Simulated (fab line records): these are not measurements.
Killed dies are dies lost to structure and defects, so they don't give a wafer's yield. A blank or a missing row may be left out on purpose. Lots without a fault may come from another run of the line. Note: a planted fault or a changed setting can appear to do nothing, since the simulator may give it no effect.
Comparing a struck lot with a sound one ; flow nandHarc ; 14 out of 1302 route steps
Sound: the wafers L735.1, L735.4, L735.6. Struck: wafer L727.1 (left out: L727.3, L727.6 of the same lot, which were not struck); the cause appears at the end.
Order at every step that has rows: each side's tool, ch and its chambers, its first start. Under that, the readings that differ: sound wafers ; struck wafers ; difference of the means ; sigmas: that difference in standard deviations of wafers without a fault.
alike: readings with means less than 2 such deviations apart, plus words and numbers identical on both sides. not compared: withheld readings, readings lacking a value on some wafer, bounds such as >300 that could conceal the same value, and numbers that have no deviation in the record and whose values overlap.
A row with sigmas, a row that says differs or no value, or rows on one side alone: a step with any of these is where the two part. When numbers do not overlap yet have no deviation, they are printed without sigmas and do not part them. Lack of a reading on every wafer of one side parts them only where that side has two or more wafers.

first, 7 steps without rows for these wafers: NHARC_P_M1_COAT_34 (time 65 s); NHARC_P_M1_COAT_03 (resist thk 90 nm); NHARC_P_M1_SOFTBAKE_04 (time 55 s); NHARC_P_M1_EBR_05; NHARC_P_M1_EXPOSE_06 (exposes mask P M1, target cd 130 nm); NHARC_P_M1_PEB_07 (peb time 65 s); NHARC_P_M1_DEVELOP_08 (develop time 35 s).
NHARC_P_M1_CD_MEAS_09: target cd 130 nm.
  sound on cdSem-03 ch 0, day 14 15:17; struck on cdSem-02 ch 0, day 11 04:47
  alike: cdNm
NHARC_P_M1_OVL_MEAS_10: pitch 260 nm.
  sound: overlay-02 at day 14 15:23; struck: overlay-02 at day 11 04:53
  alike: overlayXNm, overlayYNm
NHARC_P_M1_INSPECT_11:
  sound: defectInspect-01 at day 14 15:25; struck: defectInspect-01 at day 11 04:55
  alike: rawDefectCount
NHARC_P_M1_DESCUM_14: chemistry O2, time 3 s.
  sound on rieDiel-11 ch 0,2, day 14 15:40; struck on rieDiel-11 ch 2, day 11 04:59
  alike: drypumpMotorCurrentA, oesProductAu, rfVppV, showerheadPlenumPTorr, throttleValvePct
  not compared: rfHoursCounterH
NHARC_P_M1_ETCH_35: etches the open film in N2/H2, target depth 40 nm, overetch 12 nm, time 43.94 s.
  sound on rieDiel-11 ch 0,1, day 14 15:56; struck on rieDiel-11 ch 2, day 11 05:04
  alike: drypumpMotorCurrentA, oesProductAu, rfVppV, runLengthS, showerheadPlenumPTorr, throttleValvePct
  not compared: rfHoursCounterH
NHARC_P_M1_ETCH_15: etches the open film in C4F8/Ar, target depth 182.5 nm, time 91.2 s.
  sound on rieDiel-11 ch 0,1,2, day 14 16:01; struck on rieDiel-11 ch 2, day 11 05:09
reading;sound;struck;difference;sigmas
oesProductAu (a.u.);0.942 0.924 0.948;0.982;+0.044;+2
runLengthS (s);113.1 111.6 112.1;101.2;-11.1;-23
  alike: rfVppV
  not compared: rfHoursCounterH
NHARC_P_M1_CD_MEAS_16:
  sound: cdSem-01 at day 14 16:08; struck: cdSem-03 at day 11 05:17
  alike: cdNm

== WHERE THEY PART ==
Within this record, at NHARC_P_M1_ETCH_15 only. Later steps at which nothing parts them and some readings are alike: NHARC_P_M1_CD_MEAS_16.

WHY: the cause the simulator had injected
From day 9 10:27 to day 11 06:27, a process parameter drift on rieDiel-11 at NHARC_P_M1_ETCH_15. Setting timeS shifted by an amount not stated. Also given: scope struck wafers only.
